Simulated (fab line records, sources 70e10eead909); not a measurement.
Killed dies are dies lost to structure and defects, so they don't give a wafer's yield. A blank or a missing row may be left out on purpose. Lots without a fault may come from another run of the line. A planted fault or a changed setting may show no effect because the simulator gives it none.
Which tool did it? | flow nand_harc | 12 lots, 36 wafers sampled, at 4 steps of a route of 1159

WHAT THE GAUGES READ, wafer by wafer
The record holds no reading of a measuring or inspecting step that can be judged against a usual standard deviation.

WHICH TOOL RAN EACH LOT (tool, then ch and the chambers of the sampled wafers, then the start)
lot  | NHARC_P_GATE_DEP_103           | NHARC_P_CONTACT_ETCH_31           | NHARC_P_CONTACT_CVD_23                   | NHARC_P_M0_PRE_CLEAN_31
L777 | pecvd-03 ch 1,2, day 4 12:56   | rie_diel-11 ch 0,3, day 5 12:10   | cvd_w-02 ch 0,1, day 5 21:47 or earlier  | pecvd-01 ch 0,1,2, day 5 21:47
L778 | pecvd-01 ch 0,2, day 4 13:01   | rie_diel-08 ch 0,1,3, day 5 12:49 | cvd_w-02 ch 0,1, day 5 22:23 or earlier  | pecvd-01 ch 0,2, day 5 22:23
L780 | pecvd-01 ch 0,1,2, day 5 03:52 | rie_diel-08 ch 1,2,3, day 6 01:40 | cvd_w-02 ch 0,1, day 6 16:53 or earlier  | pecvd-03 ch 0,1,2, day 6 16:53
L779 | pecvd-03 ch 0,1, day 5 03:53   | rie_diel-11 ch 0,1,3, day 6 02:10 | cvd_w-02 ch 0,1, day 6 17:49 or earlier  | pecvd-03 ch 0,1, day 6 17:49
L782 | pecvd-02 ch 0,1,2, day 5 18:44 | rie_diel-11 ch 0,3, day 6 16:11   | cvd_w-02 ch 0,1, day 7 06:50 or earlier  | pecvd-03 ch 1,2, day 7 06:50
L783 | pecvd-02 ch 0,1, day 6 02:10   | rie_diel-08 ch 0,1,3, day 6 23:37 | cvd_w-02 ch 0,1, day 7 07:13 or earlier  | pecvd-03 ch 0,2, day 7 07:13
L784 | pecvd-03 ch 0,1,2, day 6 14:00 | rie_diel-08 ch 0,2,3, day 7 12:05 | cvd_w-02 ch 0,1, day 7 18:52 or earlier  | pecvd-03 ch 0,1,2, day 7 18:52
L786 | pecvd-01 ch 0,2, day 6 19:59   | rie_diel-11 ch 0,1, day 7 21:11   | cvd_w-01 ch 0,1, day 8 09:10 or earlier  | pecvd-01 ch 1,2, day 8 09:10
L787 | pecvd-03 ch 0,1,2, day 7 09:04 | rie_diel-08 ch 0,1, day 8 07:04   | cvd_w-01 ch 0,1, day 8 10:07             | pecvd-03 ch 0,1,2, day 8 14:43
L789 | pecvd-01 ch 0,1, day 7 23:58   | rie_diel-08 ch 0,2,3, day 9 00:25 | cvd_w-02 ch 0,1, day 9 06:28 or earlier  | pecvd-01 ch 0,1, day 9 06:28
L788 | pecvd-03 ch 0,2, day 8 00:40   | rie_diel-08 ch 1,2,3, day 8 23:07 | cvd_w-01 ch 0,1, day 9 05:16 or earlier  | pecvd-03 ch 0,1, day 9 05:16
L798 | pecvd-03 ch 0,2, day 9 16:40   | rie_diel-11 ch 0,2, day 10 14:43  | cvd_w-02 ch 0,1, day 10 22:51 or earlier | pecvd-03 ch 1,2, day 10 22:51
- NHARC_P_GATE_DEP_103: deposits SiON, target thk 30 nm.
- NHARC_P_CONTACT_ETCH_31: etches the open film in CH3F/O2, target depth 30 nm, time 85.7 s.
- NHARC_P_CONTACT_CVD_23: deposits W, target thk 200 nm, time 557 s.
- NHARC_P_M0_PRE_CLEAN_31: time 12 s.

WHAT THE TOOLS THEMSELVES READ (means of the sampled wafers that have a number; where no wafer has one, the mark that the record gives instead)
NHARC_P_GATE_DEP_103. Usual: heater_power_w 753 W, standard deviation 94.
lot  | tool     | heater_power_w (W) | flag
L777 | pecvd-03 | 818                |
L778 | pecvd-01 | 759                |
L780 | pecvd-01 | 716                |
L779 | pecvd-03 | 649                |
L782 | pecvd-02 | 838                |
L783 | pecvd-02 | 759                |
L784 | pecvd-03 | 754                |
L786 | pecvd-01 | 774                |
L787 | pecvd-03 | 732                |
L789 | pecvd-01 | 683                |
L788 | pecvd-03 | 643                |
L798 | pecvd-03 | 757                |

NHARC_P_CONTACT_ETCH_31. Usual: ch3f_flow_sccm 50.02 sccm, standard deviation 0.17; drypump_motor_current_A 5.5 A, standard deviation 0.43; oes_product_au 0.981 a.u., standard deviation 0.012; rf_vpp_V 244.1 V, standard deviation 2; run_length_s 107.1 s, standard deviation 0.45; showerhead_plenum_p_Torr 2.45 Torr, standard deviation 0.12; throttle_valve_pct 20.664 %, standard deviation 0.0087.
lot  | tool        | ch3f_flow_sccm (sccm) | drypump_motor_current_A (A) | oes_product_au (a.u.) | rf_vpp_V (V) | run_length_s (s) | showerhead_plenum_p_Torr (Torr) | throttle_valve_pct (%) | flag
L777 | rie_diel-11 | 50.03                 | 5.5                         | 0.979                 | 246.4        | 107.1            | 2.58                            | 20.672                 |
L778 | rie_diel-08 | 50.04                 | 5.2                         | 0.967                 | 241.8        | 107.3            | 2.32                            | 20.660                 |
L780 | rie_diel-08 | 50.00                 | 5.5                         | 0.976                 | 244.2        | 107.1            | 2.40                            | 20.671                 |
L779 | rie_diel-11 | 50.06                 | 5.5                         | 0.963                 | 246.1        | 107.1            | 2.58                            | 20.661                 |
L782 | rie_diel-11 | 50.09                 | 5.7                         | 0.987                 | 244.9        | 107.0            | 2.58                            | 20.665                 |
L783 | rie_diel-08 | 49.86                 | 5.3                         | 0.979                 | 241.6        | 107.4            | 2.31                            | 20.660                 |
L784 | rie_diel-08 | 49.99                 | 5.1                         | 0.984                 | 243.2        | 107.3            | 2.39                            | 20.662                 |
L786 | rie_diel-11 | 50.19                 | 5.7                         | 0.968                 | 245.9        | 106.7            | 2.57                            | 20.663                 |
L787 | rie_diel-08 | 50.09                 | 5.5                         | 0.991                 | 241.9        | 107.2            | 2.31                            | 20.671                 |
L789 | rie_diel-08 | 49.98                 | 5.2                         | 0.990                 | 242.6        | 107.3            | 2.39                            | 20.664                 |
L788 | rie_diel-08 | 50.09                 | 5.5                         | 0.986                 | 243.9        | 107.0            | 2.40                            | 20.661                 |
L798 | rie_diel-11 | 50.07                 | 6.1                         | 0.987                 | 245.1        | 92.7             | 2.52                            | 20.654                 | OFF

NHARC_P_CONTACT_CVD_23. Usual: chamber_pressure_Torr 39.99 Torr, standard deviation 0.086; heater_power_w 486 W, standard deviation 50; mfc_h2_sccm 1599 sccm, standard deviation 5.5; throttle_valve_pct 7.81 %, standard deviation 0.19.
lot  | tool     | chamber_pressure_Torr (Torr) | heater_power_w (W) | mfc_h2_sccm (sccm) | throttle_valve_pct (%) | flag
L777 | cvd_w-02 | 39.99                        | 512                | 1595               | 7.92                   |
L778 | cvd_w-02 | 39.97                        | 507                | 1598               | 7.93                   |
L780 | cvd_w-02 | 40.03                        | 506                | 1602               | 7.88                   |
L779 | cvd_w-02 | 39.95                        | 509                | 1599               | 7.97                   |
L782 | cvd_w-02 | 39.94                        | 512                | 1595               | 7.87                   |
L783 | cvd_w-02 | 40.04                        | 511                | 1600               | 8.19                   |
L784 | cvd_w-02 | 40.04                        | 537                | 1598               | 7.99                   |
L786 | cvd_w-01 | 40.00                        | 422                | 1598               | 7.78                   |
L787 | cvd_w-01 | 39.96                        | 423                | 1598               | 7.50                   |
L789 | cvd_w-02 | 39.97                        | 507                | 1598               | 7.91                   |
L788 | cvd_w-01 | 39.94                        | 423                | 1598               | 7.69                   |
L798 | cvd_w-02 | 39.93                        | 507                | 1597               | 7.82                   |

NHARC_P_M0_PRE_CLEAN_31. Usual: heater_power_w 634 W, standard deviation 61.
lot  | tool     | heater_power_w (W) | flag
L777 | pecvd-01 | 647                |
L778 | pecvd-01 | 593                |
L780 | pecvd-03 | 633                |
L779 | pecvd-03 | 624                |
L782 | pecvd-03 | 652                |
L783 | pecvd-03 | 619                |
L784 | pecvd-03 | 611                |
L786 | pecvd-01 | 674                |
L787 | pecvd-03 | 664                |
L789 | pecvd-01 | 647                |
L788 | pecvd-03 | 575                |
L798 | pecvd-03 | 720                |

THE ANSWER, worked out from the rows above alone
Rule: a lot is off if the mean of its wafers that have a number lies more than 3 standard deviations from the usual mean. A lot without any number at a reading at which 4 lots or more have one is off too. The other lots that the step has rows for count as sound. The gauges are gone through in route order, then the tools' own readings, and for those a lot's mean is taken as printed above. The first step at which some lot is off is used, and at that step the reading that is off furthest; a lot without a number counts as furthest.
Off: L798, at NHARC_P_CONTACT_ETCH_31 (run_length_s).
A tool fits if, at that step or a process step before it, it ran every lot that is off, and no sound lot after the first of them. Can't be told from this: 2 tools fit, pecvd-03 at NHARC_P_GATE_DEP_103, rie_diel-11 at NHARC_P_CONTACT_ETCH_31.

WHAT THE SIMULATOR HAD PUT IN
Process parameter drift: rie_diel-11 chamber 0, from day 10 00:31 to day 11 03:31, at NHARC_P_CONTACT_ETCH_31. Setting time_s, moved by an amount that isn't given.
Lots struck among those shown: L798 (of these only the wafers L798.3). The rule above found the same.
